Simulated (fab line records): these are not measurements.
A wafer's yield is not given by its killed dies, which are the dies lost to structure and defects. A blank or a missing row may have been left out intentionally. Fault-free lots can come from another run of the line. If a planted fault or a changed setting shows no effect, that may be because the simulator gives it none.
Comparing a struck lot with a sound one -- flow n5-finfet -- 16 out of 1938 route steps
Sound: these wafers, L992.1, L992.2, L992.4. Struck: wafer L103.6. (L103.5 of the same lot was not struck and is left out.) The cause comes at the end.
At each step with rows: each side's tool, then ch and its chambers, then its first start. Under that, the readings that differ: sound wafers -- struck wafers -- difference of the means -- sigmas: that difference in standard deviations of wafers without a fault.
alike: a reading whose means differ by less than 2 such deviations, as well as words and numbers matching on both sides. not compared: withheld readings; readings where some wafer has no value; bounds like >300 that might hide an equal value; numbers whose values overlap and for which the record gives no deviation.
The two part at a step that has a row with sigmas, a row that says differs or no value, or rows on one side only. Numbers that have no deviation but don't overlap get no sigmas and don't part them. Lack of a reading on every wafer of one side parts them only where that side has two or more wafers.

N5_BEOL_M8_HM_DEP_02: deposits TiN, target thk 20 nm.
  sound: pvd-sputter-02 at day 13 00:44; struck: pvd-sputter-01 at day 15 05:08
  alike: substrate-temp-c, throttle-valve-pct
then, 8 steps without rows for these wafers: N5_BEOL_M8_COAT_59 (time 60 s, resist thk 100 nm); N5_BEOL_M8_COAT_60 (time 60 s, resist thk 35 nm); N5_BEOL_M8_COAT_05 (resist thk 90 nm); N5_BEOL_M8_EBR_07; N5_BEOL_M8_SOFTBAKE_06 (time 60 s); N5_BEOL_M8_EXPOSE_08 (exposes mask M8); N5_BEOL_M8_PEB_09 (peb time 60 s); N5_BEOL_M8_DEVELOP_10 (develop time 30 s).
N5_BEOL_M8_CD_MEAS_11: the cd target is 38.5 nm.
  sound on cd-sem-02 ch 0, day 13 01:07; struck on cd-sem-01 ch 0, day 15 05:28
  alike: cd-nm
N5_BEOL_M8_OVL_MEAS_12:
  sound on overlay-01 ch 0, day 13 01:08; struck on overlay-02 ch 0, day 15 05:29
  alike: M8_OVL
N5_BEOL_M8_INSPECT_13: inspects for defects (brightfield).
  sound: defect-inspect-01 at day 13 01:10; struck: defect-inspect-01 at day 15 05:31
  alike: raw-defect-count
N5_BEOL_M8_DESCUM_16: chemistry O2, time 7.9 s.
  sound on rie-diel-01 ch 1,2,3, day 13 01:25; struck on rie-diel-02 ch 1, day 15 05:34
reading,sound,struck,difference,sigmas
model.CAR-ArF_of_BEOL_M8_COAT_05.thk-nm (nm),83.4 83.2 83.2,84,+1,
  alike: drypump-motor-current-A, oes-product-au, rf-vpp-V, showerhead-plenum-p-Torr, throttle-valve-pct
  not compared: rf-hours-counter-h
N5_BEOL_M8_ETCH_61: etches SiARC in CF4, target depth 45.5 nm, time 75.8 s.
  sound on rie-diel-01 ch 1,2,3, day 13 01:28; struck on rie-diel-02 ch 1, day 15 05:37
reading,sound,struck,difference,sigmas
model.CAR-ArF_of_BEOL_M8_COAT_05.thk-nm (nm),50.8 50.6 50.6,51.6,+0.9,
  alike: drypump-motor-current-A, etch-rf-on-time-s, oes-product-au, rf-vpp-V, showerhead-plenum-p-Torr, throttle-valve-pct
  not compared: rf-hours-counter-h
N5_BEOL_M8_ETCH_62: etches SOC in N2/H2, target depth 110 nm, overetch 22 nm, time 165 s.
  sound on rie-diel-01 ch 1,2,3, day 13 01:31; struck on rie-diel-02 ch 1, day 15 05:43
reading,sound,struck,difference,sigmas
rf-vpp-V (V),523.5 523.1 527.2,520.3,-4.3,-2
  alike: drypump-motor-current-A, oes-product-au, showerhead-plenum-p-Torr, throttle-valve-pct
  not compared: rf-hours-counter-h
-- a jump in the record: the struck wafers' starts before and after are 3 days apart (it breaks off in module BEOL_M8 and resumes in module PASSIVATION, where the first step shown is number 1936 of the route) --
N5_PASSIVATION_PROBE_49:
  sound: prober-01 at day 16 01:20; struck: prober-01 at day 18 11:59
reading,sound,struck,difference,sigmas
killed-at-other,7 2 10,0,-6,-2
  alike: defect-limited-yield, killed_at_M0_to_M3, killed_at_M4_up, killed-at-contacts, killed-at-front-end, killed-dies, killed-open, killed-short, sort_bin_5_function, sort_bin_6_memory, sort-n-pass, sort-yield-pct

== WHERE THEY PART ==
First at N5_BEOL_M8_ETCH_62; last, within this record, at N5_PASSIVATION_PROBE_49.

WHY: what the simulator had put in
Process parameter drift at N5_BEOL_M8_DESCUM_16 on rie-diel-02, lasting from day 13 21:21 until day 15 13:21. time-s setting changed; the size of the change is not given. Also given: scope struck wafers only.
